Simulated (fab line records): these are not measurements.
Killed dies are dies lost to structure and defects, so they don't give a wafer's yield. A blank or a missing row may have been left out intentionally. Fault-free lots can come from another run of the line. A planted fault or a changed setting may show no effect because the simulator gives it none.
Which tool did it? | flow n5Finfet | Sampling: 15 lots, 45 wafers, 8 of 1938 route steps

== WHAT THE GAUGES READ, wafer by wafer ==
N5_BEOL_M1_CD_MEAS_11 targets a cd of 17.05 nm. Usual: cdNm reads 16.96 nm (standard deviation 0.23).
lot  | measured     | on       | cdNm (nm)         | flag
L337 | day 6 18:07  | cdSem-02 | 16.97 17.17 17.09 | 
L340 | day 7 09:27  | cdSem-03 | 16.67 16.90 16.76 | 
L341 | day 7 13:10  | cdSem-02 | 17.07 17.24 16.93 | 
L344 | day 8 04:53  | cdSem-03 | 17.12 17.15 16.89 | 
L345 | day 8 11:17  | cdSem-03 | 16.71 16.69 16.54 | 
L346 | day 8 17:56  | cdSem-01 | 16.61 17.12 16.61 | 
L347 | day 9 02:45  | cdSem-03 | 16.90 16.40 17.19 | 
L348 | day 9 13:17  | cdSem-01 | 17.03 16.96 17.05 | 
L349 | day 9 13:37  | cdSem-01 | 16.80 16.96 17.09 | 
L350 | day 10 03:39 | cdSem-03 | 16.70 17.27 16.88 | 
L351 | day 10 07:06 | cdSem-01 | 16.82 16.84 16.79 | 
L354 | day 10 16:41 | cdSem-03 | 17.44 17.08 17.10 | 
L355 | day 10 20:53 | cdSem-02 | 16.98 16.77 16.75 | 
L357 | day 11 19:19 | cdSem-02 | 17.03 16.51 16.88 | 
L358 | day 11 19:22 | cdSem-01 | 17.07 17.35 17.02 | 

N5_BEOL_M1_CD_MEAS_18: pitch 36 nm, target cd 18 nm. Usual: cdNm reads 17.93 nm (standard deviation 0.26).
lot  | measured     | on       | cdNm (nm)         | flag
L337 | day 6 19:02  | cdSem-01 | 18.08 17.89 17.58 | 
L340 | day 7 10:13  | cdSem-03 | 18.02 18.08 17.67 | 
L341 | day 7 13:44  | cdSem-01 | 18.30 17.80 18.01 | 
L344 | day 8 06:15  | cdSem-03 | 17.74 17.91 17.87 | 
L345 | day 8 11:50  | cdSem-01 | 17.74 18.12 17.92 | 
L346 | day 8 18:36  | cdSem-01 | 17.64 18.09 18.01 | 
L347 | day 9 03:19  | cdSem-01 | - - -             | OFF
L348 | day 9 13:58  | cdSem-01 | - - -             | OFF
L349 | day 9 14:10  | cdSem-02 | - - -             | OFF
L350 | day 10 05:18 | cdSem-02 | 18.32 17.66 17.62 | 
L351 | day 10 07:40 | cdSem-01 | 17.69 18.30 17.81 | 
L354 | day 10 17:14 | cdSem-02 | 17.50 18.02 17.76 | 
L355 | day 10 21:26 | cdSem-03 | 17.52 17.91 17.47 | 
L357 | day 11 20:01 | cdSem-02 | 17.84 18.39 17.61 | 
L358 | day 11 20:17 | cdSem-01 | 17.82 18.26 18.11 | 

N5_BEOL_M4_RC_MEAS_101. Usual: DIBL_N 36.4 mV/V, standard deviation 1.5; DIBL_P 36.4 mV/V, standard deviation 1.6; IOFF_N 0.164 nA/um, standard deviation 0.025; IOFF_P 0.214 nA/um, standard deviation 0.028; ION_N 675 uA/um, standard deviation 9.9; ION_P 463 uA/um, standard deviation 6.5; SS_N 71.5 mV/dec, standard deviation 0.5; SS_P 73.3 mV/dec, standard deviation 0.56; VT_N 249.2 mV, standard deviation 2.7; VT_P -250.1 mV, standard deviation 2.8.
lot  | measured     | on        | DIBL_N (mV/V)  | DIBL_P (mV/V)  | IOFF_N (nA/um)    | IOFF_P (nA/um)    | ION_N (uA/um) | ION_P (uA/um) | SS_N (mV/dec)  | SS_P (mV/dec)  | VT_N (mV)         | VT_P (mV)            | flag
L337 | day 8 12:26  | prober-02 | 35.8 36.0 35.8 | 37.5 37.2 36.9 | 0.165 0.168 0.166 | 0.224 0.219 0.208 | 677 682 687   | 471 467 467   | 71.8 71.8 70.9 | 73.8 73.6 73.2 | 249.6 247.4 248.3 | -249.5 -249.8 -250.5 | 
L340 | day 9 03:50  | prober-01 | 36.7 38.0 37.8 | 33.8 35.8 35.7 | 0.152 0.176 0.173 | 0.187 0.214 0.210 | 670 691 678   | 459 470 457   | 71.3 71.4 72.0 | 72.3 74.1 73.6 | 250.7 247.4 246.8 | -252.1 -250.6 -251.4 | 
L341 | day 9 12:56  | prober-01 | 37.0 37.1 35.8 | 38.9 39.1 37.2 | 0.179 0.171 0.159 | 0.242 0.249 0.212 | 677 676 677   | 462 464 466   | 72.6 72.4 71.5 | 72.9 73.9 73.1 | 247.9 250.5 251.4 | -251.3 -248.7 -248.6 | 
L344 | day 10 00:44 | prober-01 | 38.2 38.7 38.6 | 35.8 36.1 36.6 | 0.172 0.184 0.187 | 0.221 0.239 0.254 | 674 681 675   | 459 470 465   | 72.2 72.0 71.8 | 73.0 73.4 73.6 | 249.4 246.6 245.5 | -249.3 -247.6 -248.3 | 
L345 | day 10 03:02 | prober-01 | 36.6 36.8 37.5 | 35.7 35.6 36.3 | 0.166 0.178 0.184 | 0.235 0.235 0.242 | 669 674 681   | 464 465 456   | 70.9 71.5 72.0 | 73.8 73.2 73.2 | 247.2 247.5 246.3 | -249.2 -249.1 -250.3 | 
L346 | day 10 18:33 | prober-01 | 35.4 36.5 34.9 | 35.3 37.1 34.9 | 0.159 0.188 0.156 | 0.232 0.260 0.230 | 683 695 667   | 478 477 460   | 72.0 72.6 72.1 | 73.2 73.9 73.2 | 249.1 244.5 248.4 | -247.9 -246.2 -246.7 | 
L350 | day 12 00:56 | prober-02 | 35.4 35.3 36.4 | 33.4 34.4 35.1 | 0.136 0.144 0.163 | 0.170 0.180 0.200 | 675 672 685   | 462 458 472   | 71.7 71.2 71.6 | 72.2 72.3 72.8 | 252.1 252.8 251.1 | -252.7 -253.9 -253.5 | 
L351 | day 12 05:47 | prober-02 | 36.1 34.7 36.1 | 35.7 34.1 36.0 | 0.175 0.146 0.174 | 0.209 0.191 0.210 | 686 675 682   | 466 464 459   | 71.6 71.5 71.4 | 72.9 72.1 73.4 | 244.6 250.2 249.9 | -251.3 -250.9 -251.5 | 
L354 | day 12 10:05 | prober-02 | 35.5 33.9 33.8 | 36.2 34.6 34.8 | 0.152 0.122 0.130 | 0.214 0.175 0.185 | 684 674 661   | 466 464 457   | 71.0 70.9 71.7 | 73.3 73.0 72.7 | 251.5 252.6 251.3 | -250.4 -253.9 -253.2 | 
L355 | day 13 00:23 | prober-01 | 37.0 36.1 36.7 | 37.4 36.9 37.4 | 0.161 0.150 0.152 | 0.218 0.207 0.208 | 674 677 669   | 463 464 464   | 71.5 72.0 71.9 | 73.1 72.8 73.1 | 247.9 247.4 248.8 | -252.6 -249.7 -250.3 | 
L357 | day 13 16:01 | prober-02 | 35.5 36.0 36.3 | 35.8 36.8 36.5 | 0.140 0.158 0.155 | 0.200 0.221 0.216 | 660 670 665   | 457 465 464   | 71.3 72.0 71.7 | 72.4 73.2 72.3 | 250.5 249.4 251.5 | -249.5 -250.0 -250.7 | 
L358 | day 13 15:23 | prober-02 | 37.4 36.6 37.8 | 37.1 36.1 36.8 | 0.184 0.164 0.174 | 0.225 0.212 0.218 | 675 674 678   | 464 457 459   | 71.4 71.6 71.2 | 73.8 73.7 74.1 | 246.9 251.0 249.6 | -250.5 -251.4 -249.9 | 

== TOOL THAT RAN EACH LOT (tool first, then ch and the chambers of the sampled wafers, then the start) ==
lot  | N5_BEOL_M0_CO_CAP_123           | N5_BEOL_M1_HM_DEP_02        | N5_BEOL_M1_ETCH_63                | N5_BEOL_M1_ETCH_64                | N5_BEOL_M1_HM_OPEN_17
L337 | cvdCo-02 ch 0,2, day 6 15:52    | pvdSputter-02, day 6 17:36  | rieDiel-05 ch 1,2,3, day 6 18:37  | rieDiel-05 ch 1,2,3, day 6 18:39  | rieMetal-01 ch 0,1, day 6 18:51
L340 | cvdCo-01 ch 0,1,2, day 7 07:21  | pvdSputter-01, day 7 09:04  | rieDiel-05 ch 0,1,2, day 7 09:43  | rieDiel-05 ch 0,1,2, day 7 09:44  | rieMetal-02 ch 0,1, day 7 09:56
L341 | cvdCo-01 ch 0,2, day 7 11:41    | pvdSputter-01, day 7 12:40  | rieDiel-05 ch 0,2,3, day 7 13:21  | rieDiel-05 ch 0,2,3, day 7 13:23  | rieMetal-03 ch 0,1, day 7 13:32
L344 | cvdCo-01 ch 1,2, day 8 03:50    | pvdSputter-01, day 8 04:22  | rieDiel-03 ch 0,1,3, day 8 05:47  | rieDiel-03 ch 0,1,3, day 8 05:49  | rieMetal-02 ch 0,1, day 8 05:59
L345 | cvdCo-01 ch 0,1, day 8 08:48    | pvdSputter-02, day 8 10:54  | rieDiel-06 ch 0,2,3, day 8 11:28  | rieDiel-06 ch 0,2,3, day 8 11:29  | rieMetal-03 ch 0,1, day 8 11:40
L346 | cvdCo-02 ch 0,2, day 8 15:56    | pvdSputter-03, day 8 17:25  | rieDiel-05 ch 0,1,3, day 8 18:06  | rieDiel-05 ch 0,1,3, day 8 18:08  | rieMetal-01 ch 0,1, day 8 18:18
L347 | cvdCo-01 ch 0,1, day 9 01:47    | pvdSputter-02, day 9 02:22  | rieDiel-05 ch 0,3, day 9 02:56    | rieDiel-05 ch 0,3, day 9 02:57    | rieMetal-01 ch 0,1, day 9 03:07
L348 | cvdCo-01 ch 0,1,2, day 9 12:23  | pvdSputter-03, day 9 12:54  | rieDiel-03 ch 0,1, day 9 13:28    | rieDiel-03 ch 0,1, day 9 13:29    | rieMetal-01 ch 0,1, day 9 13:41
L349 | cvdCo-01 ch 0,1,2, day 9 12:34  | pvdSputter-03, day 9 13:13  | rieDiel-06 ch 0,1,2, day 9 13:47  | rieDiel-06 ch 0,1,2, day 9 13:49  | rieMetal-02 ch 0,1, day 9 13:59
L350 | cvdCo-01 ch 1,2, day 10 00:49   | pvdSputter-03, day 10 03:08 | rieDiel-03 ch 1, day 10 04:35     | rieDiel-03 ch 1, day 10 04:37     | rieMetal-03 ch 1, day 10 04:52
L351 | cvdCo-01 ch 1,2, day 10 06:17   | pvdSputter-03, day 10 06:43 | rieDiel-03 ch 0,1, day 10 07:17   | rieDiel-03 ch 0,1, day 10 07:19   | rieMetal-01 ch 0,1, day 10 07:29
L354 | cvdCo-02 ch 0,1,2, day 10 15:16 | pvdSputter-01, day 10 16:17 | rieDiel-05 ch 1,3, day 10 16:51   | rieDiel-05 ch 1,3, day 10 16:53   | rieMetal-03 ch 0,1, day 10 17:03
L355 | cvdCo-01 ch 0,1,2, day 10 19:37 | pvdSputter-03, day 10 20:22 | rieDiel-03 ch 0,1,2, day 10 21:04 | rieDiel-03 ch 0,1,2, day 10 21:05 | rieMetal-02 ch 0,1, day 10 21:16
L357 | cvdCo-02 ch 0,2, day 11 17:49   | pvdSputter-03, day 11 18:49 | rieDiel-03 ch 0,1,2, day 11 19:37 | rieDiel-03 ch 0,1,2, day 11 19:38 | rieMetal-02 ch 0,1, day 11 19:48
L358 | cvdCo-01 ch 1,2, day 11 18:01   | pvdSputter-03, day 11 18:55 | rieDiel-03 ch 1,2,3, day 11 19:55 | rieDiel-03 ch 1,2,3, day 11 19:56 | rieMetal-03 ch 0,1, day 11 20:08
- N5_BEOL_M0_CO_CAP_123: material Co, precursor CCTBA/H2, target thk 2 nm, time 102.1 s.
- N5_BEOL_M1_HM_DEP_02: deposits TiN, target thk 20 nm.
- N5_BEOL_M1_ETCH_63: etches SiARC in CF4, target depth 15.6 nm, time 26 s.
- N5_BEOL_M1_ETCH_64: etches SOC in N2/H2, target depth 75 nm, overetch 15 nm, time 112.5 s.
- N5_BEOL_M1_HM_OPEN_17: chemistry Cl2/BCl3, target TiN, target depth 20 nm, overetch 6 nm.

== WHAT THE TOOLS THEMSELVES READ (means of the sampled wafers that have a number; where no wafer has one, the mark that the record gives instead) ==
N5_BEOL_M0_CO_CAP_123. Usual: heaterPowerW reads 226 W (standard deviation 18).
lot  | tool     | heaterPowerW (W) | flag
L337 | cvdCo-02 | 202              | 
L340 | cvdCo-01 | 241              | 
L341 | cvdCo-01 | 245              | 
L344 | cvdCo-01 | 237              | 
L345 | cvdCo-01 | 234              | 
L346 | cvdCo-02 | 205              | 
L347 | cvdCo-01 | 236              | 
L348 | cvdCo-01 | 241              | 
L349 | cvdCo-01 | 240              | 
L350 | cvdCo-01 | 242              | 
L351 | cvdCo-01 | 243              | 
L354 | cvdCo-02 | 209              | 
L355 | cvdCo-01 | 241              | 
L357 | cvdCo-02 | 208              | 
L358 | cvdCo-01 | 240              | 

N5_BEOL_M1_HM_DEP_02. Usual: throttleValvePct reads 29.5 % (standard deviation 0.83).
lot  | tool          | throttleValvePct (%) | flag
L337 | pvdSputter-02 | 29.6                 | 
L340 | pvdSputter-01 | 30.0                 | 
L341 | pvdSputter-01 | 29.6                 | 
L344 | pvdSputter-01 | 29.9                 | 
L345 | pvdSputter-02 | 29.4                 | 
L346 | pvdSputter-03 | 29.5                 | 
L347 | pvdSputter-02 | 29.5                 | 
L348 | pvdSputter-03 | 29.6                 | 
L349 | pvdSputter-03 | 29.6                 | 
L350 | pvdSputter-03 | 29.5                 | 
L351 | pvdSputter-03 | 30.0                 | 
L354 | pvdSputter-01 | 28.5                 | 
L355 | pvdSputter-03 | 29.6                 | 
L357 | pvdSputter-03 | 29.5                 | 
L358 | pvdSputter-03 | 29.5                 | 

N5_BEOL_M1_ETCH_63. Usual: biasW 36.01 W, standard deviation 0.11; cf4FlowSccm 100.0 sccm, standard deviation 0.31; drypumpMotorCurrentA 5.5 A, standard deviation 0.45; etchRfOnTimeS 26.3 s, standard deviation 0.43; oesProductAu 0.65 a.u., standard deviation 0.065; rfVppV 184.2 V, standard deviation 1; showerheadPlenumPTorr 2.16 Torr, standard deviation 0.063; throttleValvePct 15.65 %, standard deviation 0.23.
lot  | tool       | biasW (W) | cf4FlowSccm (sccm) | drypumpMotorCurrentA (A) | etchRfOnTimeS (s) | oesProductAu (a.u.) | rfVppV (V) | showerheadPlenumPTorr (Torr) | throttleValvePct (%) | flag
L337 | rieDiel-05 | 35.85     | 100.3              | 5.7                      | 26.2              | 0.61                | 184.0      | 2.13                         | 15.85                | 
L340 | rieDiel-05 | 35.97     | 100.1              | 5.6                      | 26.1              | 0.62                | 183.5      | 2.10                         | 15.81                | 
L341 | rieDiel-05 | 36.12     | 100.6              | 5.6                      | 26.6              | 0.62                | 184.9      | 2.17                         | 15.66                | 
L344 | rieDiel-03 | 36.09     | 100.1              | 5.2                      | 26.3              | 0.65                | 184.6      | 2.19                         | 15.59                | 
L345 | rieDiel-06 | 36.01     | 100.2              | 6.0                      | 25.9              | 0.69                | 183.5      | 2.11                         | 15.73                | 
L346 | rieDiel-05 | 35.97     | 100.0              | 5.4                      | 26.2              | 0.63                | 183.6      | 2.13                         | 15.70                | 
L347 | rieDiel-05 | -         | -                  | -                        | -                 | -                   | -          | -                            | -                    | OFF
L348 | rieDiel-03 | -         | -                  | -                        | -                 | -                   | -          | -                            | -                    | OFF
L349 | rieDiel-06 | -         | -                  | -                        | -                 | -                   | -          | -                            | -                    | OFF
L350 | rieDiel-03 | 35.99     | 100.5              | 5.2                      | 27.0              | 0.59                | 184.8      | 2.21                         | 15.71                | 
L351 | rieDiel-03 | 35.97     | 100.2              | 5.3                      | 26.6              | 0.59                | 184.4      | 2.20                         | 15.67                | 
L354 | rieDiel-05 | 36.04     | 100.0              | 5.5                      | 25.9              | 0.69                | 185.1      | 2.24                         | 15.64                | 
L355 | rieDiel-03 | 36.04     | 99.9               | 5.1                      | 26.7              | 0.65                | 183.9      | 2.17                         | 15.49                | 
L357 | rieDiel-03 | 36.05     | 99.9               | 5.1                      | 26.7              | 0.65                | 184.3      | 2.17                         | 15.51                | 
L358 | rieDiel-03 | 36.04     | 100.0              | 5.0                      | 26.4              | 0.69                | 184.3      | 2.15                         | 15.46                | 

N5_BEOL_M1_ETCH_64. Usual: biasW 150.0 W, standard deviation 0.5; chamberPressureMTorr 29.999 mTorr, standard deviation 0.027; drypumpMotorCurrentA 5.5 A, standard deviation 0.45; n2FlowSccm 200.0 sccm, standard deviation 0.6; oesProductAu 0.61 a.u., standard deviation 0.057; rfVppV 524.3 V, standard deviation 2.3; showerheadPlenumPTorr 2.56 Torr, standard deviation 0.082; tempC 40.00 C, standard deviation 0.11; throttleValvePct 17.82 %, standard deviation 0.28.
lot  | tool       | biasW (W) | chamberPressureMTorr (mTorr) | drypumpMotorCurrentA (A) | n2FlowSccm (sccm) | oesProductAu (a.u.) | rfVppV (V) | showerheadPlenumPTorr (Torr) | tempC (C) | throttleValvePct (%) | flag
L337 | rieDiel-05 | 150.2     | 30.040                       | 5.7                      | 199.8             | 0.57                | 524.0      | 2.52                         | 40.06     | 18.03                | 
L340 | rieDiel-05 | 150.0     | 29.985                       | 5.6                      | 200.2             | 0.57                | 521.6      | 2.48                         | 39.81     | 17.96                | 
L341 | rieDiel-05 | 150.2     | 29.993                       | 5.6                      | 200.0             | 0.58                | 525.3      | 2.56                         | 40.10     | 17.81                | 
L344 | rieDiel-03 | 150.3     | 30.013                       | 5.2                      | 199.9             | 0.60                | 526.3      | 2.61                         | 40.00     | 17.79                | 
L345 | rieDiel-06 | 149.8     | 29.980                       | 6.0                      | 200.2             | 0.63                | 522.4      | 2.49                         | 39.99     | 17.91                | 
L346 | rieDiel-05 | 150.1     | 30.000                       | 5.4                      | 199.6             | 0.58                | 523.5      | 2.52                         | 40.01     | 17.81                | 
L347 | rieDiel-05 | 149.9     | 29.980                       | 5.4                      | 199.2             | 0.29                | 525.6      | 2.61                         | 39.88     | 17.62                | OFF
L348 | rieDiel-03 | 149.7     | 29.981                       | 5.3                      | 199.5             | 0.26                | 525.7      | 2.63                         | 39.93     | 17.83                | OFF
L349 | rieDiel-06 | 150.1     | 29.997                       | 5.5                      | 199.4             | 0.29                | 521.7      | 2.49                         | 39.96     | 18.00                | OFF
L350 | rieDiel-03 | 150.0     | 30.007                       | 5.2                      | 199.7             | 0.56                | 525.5      | 2.62                         | 40.21     | 17.87                | 
L351 | rieDiel-03 | 150.3     | 29.978                       | 5.3                      | 199.1             | 0.56                | 526.7      | 2.63                         | 40.06     | 17.90                | 
L354 | rieDiel-05 | 149.9     | 29.987                       | 5.5                      | 200.0             | 0.63                | 527.1      | 2.66                         | 39.95     | 17.77                | 
L355 | rieDiel-03 | 149.6     | 30.025                       | 5.1                      | 200.0             | 0.62                | 524.3      | 2.58                         | 39.95     | 17.68                | 
L357 | rieDiel-03 | 150.2     | 29.997                       | 5.1                      | 199.9             | 0.60                | 525.4      | 2.58                         | 39.93     | 17.69                | 
L358 | rieDiel-03 | 149.9     | 30.020                       | 5.0                      | 200.2             | 0.64                | 524.5      | 2.55                         | 39.99     | 17.60                | 

N5_BEOL_M1_HM_OPEN_17. Usual: drypumpMotorCurrentA 6.1 A, standard deviation 0.48; oesProductAu 0.67 a.u., standard deviation 0.071; throttleValvePct 22.16 %, standard deviation 0.2.
lot  | tool        | drypumpMotorCurrentA (A) | oesProductAu (a.u.) | throttleValvePct (%) | flag
L337 | rieMetal-01 | 5.8                      | 0.66                | 22.18                | 
L340 | rieMetal-02 | 6.6                      | 0.70                | 22.16                | 
L341 | rieMetal-03 | 5.9                      | 0.72                | 22.10                | 
L344 | rieMetal-02 | 6.5                      | 0.68                | 22.00                | 
L345 | rieMetal-03 | 5.9                      | 0.71                | 22.11                | 
L346 | rieMetal-01 | 5.9                      | 0.60                | 22.25                | 
L347 | rieMetal-01 | 5.8                      | 0.29                | 22.84                | OFF
L348 | rieMetal-01 | 5.7                      | 0.28                | 22.85                | OFF
L349 | rieMetal-02 | 6.5                      | 0.30                | 22.64                | OFF
L350 | rieMetal-03 | 5.3                      | 0.78                | 22.25                | 
L351 | rieMetal-01 | 5.8                      | 0.63                | 22.20                | 
L354 | rieMetal-03 | 5.9                      | 0.69                | 22.13                | 
L355 | rieMetal-02 | 6.5                      | 0.67                | 21.99                | 
L357 | rieMetal-02 | 6.6                      | 0.68                | 22.16                | 
L358 | rieMetal-03 | 5.9                      | 0.68                | 22.14                | 

== THE ANSWER, worked out from the rows above alone ==
Rule: a lot counts as off when the mean over its wafers that have a number is more than 3 standard deviations away from the usual mean. A lot without any number at a reading at which 4 lots or more have one is off too. All remaining lots with rows at the step are treated as sound. Order of review: gauges by route order, followed by the tools' own readings, for which a lot's mean as printed above is used. The first step at which some lot is off is used, and at that step the reading that is off furthest; a lot without a number counts as furthest.
Off, at N5_BEOL_M1_CD_MEAS_18 on cdNm: L347, L348, L349. Without a number there: L347, L348, L349.
If a tool, at a process step before that reading, ran all the lots that are off and no sound lot after the first of them, it fits. Not tried: the gauges at N5_BEOL_M1_CD_MEAS_18; whatever is off there is also off at N5_BEOL_M1_ETCH_63, on other tools, and gauge error can't account for it. Not one of the candidates tried fits.

== WHAT THE SIMULATOR HAD INSERTED ==
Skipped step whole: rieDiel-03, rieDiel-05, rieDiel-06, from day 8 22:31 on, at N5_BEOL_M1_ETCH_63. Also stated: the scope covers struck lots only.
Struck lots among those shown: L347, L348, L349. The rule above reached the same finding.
